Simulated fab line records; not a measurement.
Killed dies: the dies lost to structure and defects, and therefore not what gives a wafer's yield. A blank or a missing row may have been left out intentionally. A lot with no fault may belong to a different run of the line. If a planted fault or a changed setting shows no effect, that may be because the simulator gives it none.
Split-lot experiment || flow n5_finfet || 21 wafers read across 7 lots, on a route 1938 steps long

== SPLIT DETAILS ==
At N5_BEOL_M0_SAQP_PECVD_97 (deposits SiNx from SiH4/NH3/N2, target thk 23 nm, time 19.9 s), the setting time_s was moved away from the recipe's 19.9 s on 8 of the 21 wafers read, by -11.3% to +13.2%. This setting was run at the recipe's value on the other wafers.

Reading taken at the split's own step.

== THE READING ==
SiNx_of_BEOL_M0_SAQP_PECVD_97.thk_nm (the simulator's own value, which no gauge read), in nm, at N5_BEOL_M0_SAQP_PECVD_97 (deposits SiNx from SiH4/NH3/N2, target thk 23 nm, time 19.9 s). The file gives no usual value for it. The 13 wafers here that ran the recipe average 23.0 nm, standard deviation 0.17 nm.

{"wafer": "L078.1", "tool, chamber at the split": "pecvd-04, 0", "time_s as run, s": 19.9, "against the recipe": "recipe", "SiNx_of_BEOL_M0_SAQP_PECVD_97.thk_nm, nm": 23.2, "against lot-mates on the recipe": "-"}
{"wafer": "L078.3", "tool, chamber at the split": "pecvd-04, 2", "time_s as run, s": 19.9, "against the recipe": "recipe", "SiNx_of_BEOL_M0_SAQP_PECVD_97.thk_nm, nm": 22.8, "against lot-mates on the recipe": "-"}
{"wafer": "L078.6", "tool, chamber at the split": "pecvd-04, 0", "time_s as run, s": 19.9, "against the recipe": "recipe", "SiNx_of_BEOL_M0_SAQP_PECVD_97.thk_nm, nm": 23, "against lot-mates on the recipe": "-"}
{"wafer": "L079.1", "tool, chamber at the split": "pecvd-03, 2,1", "time_s as run, s": 18.98, "against the recipe": "-4.6%", "SiNx_of_BEOL_M0_SAQP_PECVD_97.thk_nm, nm": 22, "against lot-mates on the recipe": -1.0}
{"wafer": "L079.3", "tool, chamber at the split": "pecvd-03, 2,1", "time_s as run, s": 18.98, "against the recipe": "-4.6%", "SiNx_of_BEOL_M0_SAQP_PECVD_97.thk_nm, nm": 22, "against lot-mates on the recipe": -1.0}
{"wafer": "L079.6", "tool, chamber at the split": "pecvd-03, 2", "time_s as run, s": 19.9, "against the recipe": "recipe", "SiNx_of_BEOL_M0_SAQP_PECVD_97.thk_nm, nm": 23, "against lot-mates on the recipe": "-"}
{"wafer": "L081.3", "tool, chamber at the split": "pecvd-01, 1", "time_s as run, s": 19.9, "against the recipe": "recipe", "SiNx_of_BEOL_M0_SAQP_PECVD_97.thk_nm, nm": 22.8, "against lot-mates on the recipe": "-"}
{"wafer": "L081.5", "tool, chamber at the split": "pecvd-01, 0", "time_s as run, s": 18.44, "against the recipe": "-7.3%", "SiNx_of_BEOL_M0_SAQP_PECVD_97.thk_nm, nm": 21.4, "against lot-mates on the recipe": -1.6}
{"wafer": "L081.6", "tool, chamber at the split": "pecvd-01, 1", "time_s as run, s": 19.9, "against the recipe": "recipe", "SiNx_of_BEOL_M0_SAQP_PECVD_97.thk_nm, nm": 23.2, "against lot-mates on the recipe": "-"}
{"wafer": "L088.1", "tool, chamber at the split": "pecvd-03, 0,1", "time_s as run, s": 19.9, "against the recipe": "recipe", "SiNx_of_BEOL_M0_SAQP_PECVD_97.thk_nm, nm": 23.2, "against lot-mates on the recipe": "-"}
{"wafer": "L088.4", "tool, chamber at the split": "pecvd-03, 0,1", "time_s as run, s": 19.9, "against the recipe": "recipe", "SiNx_of_BEOL_M0_SAQP_PECVD_97.thk_nm, nm": 23.2, "against lot-mates on the recipe": "-"}
{"wafer": "L088.3", "tool, chamber at the split": "pecvd-03, 2", "time_s as run, s": 19.9, "against the recipe": "recipe", "SiNx_of_BEOL_M0_SAQP_PECVD_97.thk_nm, nm": 23, "against lot-mates on the recipe": "-"}
{"wafer": "L090.2", "tool, chamber at the split": "pecvd-01, 2", "time_s as run, s": 19.9, "against the recipe": "recipe", "SiNx_of_BEOL_M0_SAQP_PECVD_97.thk_nm, nm": 22.8, "against lot-mates on the recipe": "-"}
{"wafer": "L090.4", "tool, chamber at the split": "pecvd-01, 1", "time_s as run, s": 22.48, "against the recipe": "+13.0%", "SiNx_of_BEOL_M0_SAQP_PECVD_97.thk_nm, nm": 26.2, "against lot-mates on the recipe": "+3.4"}
{"wafer": "L090.5", "tool, chamber at the split": "pecvd-01, 2", "time_s as run, s": 22.48, "against the recipe": "+13.0%", "SiNx_of_BEOL_M0_SAQP_PECVD_97.thk_nm, nm": 26.4, "against lot-mates on the recipe": "+3.6"}
{"wafer": "L092.1", "tool, chamber at the split": "pecvd-03, 0", "time_s as run, s": 19.9, "against the recipe": "recipe", "SiNx_of_BEOL_M0_SAQP_PECVD_97.thk_nm, nm": 22.8, "against lot-mates on the recipe": "-"}
{"wafer": "L092.3", "tool, chamber at the split": "pecvd-03, 1", "time_s as run, s": 19.9, "against the recipe": "recipe", "SiNx_of_BEOL_M0_SAQP_PECVD_97.thk_nm, nm": 23.2, "against lot-mates on the recipe": "-"}
{"wafer": "L092.5", "tool, chamber at the split": "pecvd-03, 1", "time_s as run, s": 22.52, "against the recipe": "+13.2%", "SiNx_of_BEOL_M0_SAQP_PECVD_97.thk_nm, nm": 26.8, "against lot-mates on the recipe": "+3.8"}
{"wafer": "L095.1", "tool, chamber at the split": "pecvd-04, 0,2", "time_s as run, s": 17.66, "against the recipe": "-11.3%", "SiNx_of_BEOL_M0_SAQP_PECVD_97.thk_nm, nm": 20.6, "against lot-mates on the recipe": -2.6}
{"wafer": "L095.3", "tool, chamber at the split": "pecvd-04, 0,2", "time_s as run, s": 17.66, "against the recipe": "-11.3%", "SiNx_of_BEOL_M0_SAQP_PECVD_97.thk_nm, nm": 20.6, "against lot-mates on the recipe": -2.6}
{"wafer": "L095.6", "tool, chamber at the split": "pecvd-04, 1", "time_s as run, s": 19.9, "against the recipe": "recipe", "SiNx_of_BEOL_M0_SAQP_PECVD_97.thk_nm, nm": 23.2, "against lot-mates on the recipe": "-"}
When a row names more than one chamber, that row covers several wafers, and the file does not tell which wafer ran in which chamber.

THE FIT
A straight line over all 21 wafers: SiNx_of_BEOL_M0_SAQP_PECVD_97.thk_nm changes by +0.245 nm for each +1% of time_s; r = +0.99; the points scatter about the line by 0.21 nm.
The same after taking each lot's own level away (the mean of its wafers on the recipe; 21 wafers): +0.256 nm for each +1%; r = +0.99; scatter 0.18 nm.
Per that fit: largest time_s move, reading shift of 3.4 nm.
Across the lots, their own levels run from 22.80 to 23.20 nm, a range of 2.3 times the standard deviation given above.
The two slopes are in agreement: the lot-to-lot level therefore moves the slope only a little.
Check: +3.36 nm against its lot-mates is what the line predicts for one of the wafers moved furthest among these (+13.2%) when that wafer is left out of the fit. It came out at +3.8 nm against them.

== THE OTHER SPLITS THESE WAFERS WENT THROUGH ==
Before the reading, these wafers also passed through other splits. Each is held against what the fit with the lots' levels taken away leaves over:
{"other split on the same wafers": "N5_BEOL_M0_SAQP_PECVD_00 time_s", "wafers away from the commonest value": 8, "r with SiNx_of_BEOL_M0_SAQP_PECVD_97.thk_nm (lot level and that fit taken away)": -0.03}

== THE FILE'S OWN FIT ==
SiNx_of_BEOL_M0_SAQP_PECVD_97.thk_nm changes by +0.26 nm for each +1% of time_s, r = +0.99.
